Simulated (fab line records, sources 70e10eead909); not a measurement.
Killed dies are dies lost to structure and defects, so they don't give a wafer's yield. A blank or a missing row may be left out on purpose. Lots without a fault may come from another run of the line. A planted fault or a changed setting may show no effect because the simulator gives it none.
Chamber matching | flow nand_harc | NHARC_A_CONTACT_DEP_24 on pecvd-01: 3 sister chambers
The step deposits SiO2, target thk 500 nm. 3 wafers are shown with their chamber, then 9 later ones without.

WAFERS WITH THEIR CHAMBER
wafer  | chamber | heater_power_w (W)
L081.2 | 2       | 444
L088.2 | 1       | 436
L088.6 | 0       | 715

WAFERS WITHOUT THEIR CHAMBER
wafer  | heater_power_w (W)
L093.1 | 473
L093.2 | 744
L093.6 | 713
L092.1 | 419
L092.3 | 453
L092.4 | 668
L096.2 | 748
L096.4 | 415
L096.5 | 783

WHICH CHAMBER EACH WENT THROUGH
wafer  | from the rows above     | in truth
L093.1 | can't be placed: 2 or 1 | 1
L093.2 | 0                       | 0
L093.6 | 0                       | 0
L092.1 | can't be placed: 1 or 2 | 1
L092.3 | can't be placed: 2 or 1 | 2
L092.4 | 0                       | 0
L096.2 | 0                       | 0
L096.4 | can't be placed: 1 or 2 | 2
L096.5 | 0                       | 0
Placed correctly: 5 of 9. Can't be placed from these rows: 4 (the true chamber is among the candidates in 4). Placed wrongly: 0.
How it was worked out, from the rows above alone: a wafer's distance from a chamber is the root of the sum, over the readings, of the square of ((its reading less the chamber's mean) divided by the reading's scatter). The wafer belongs to the nearest chamber; if the next one is less than 2 further off, it can't be placed. A chamber's mean is the mean of its shown wafers. The scatter: with one shown wafer a chamber, the root of the mean of the squares of how far each hidden wafer lies from its nearest shown one.
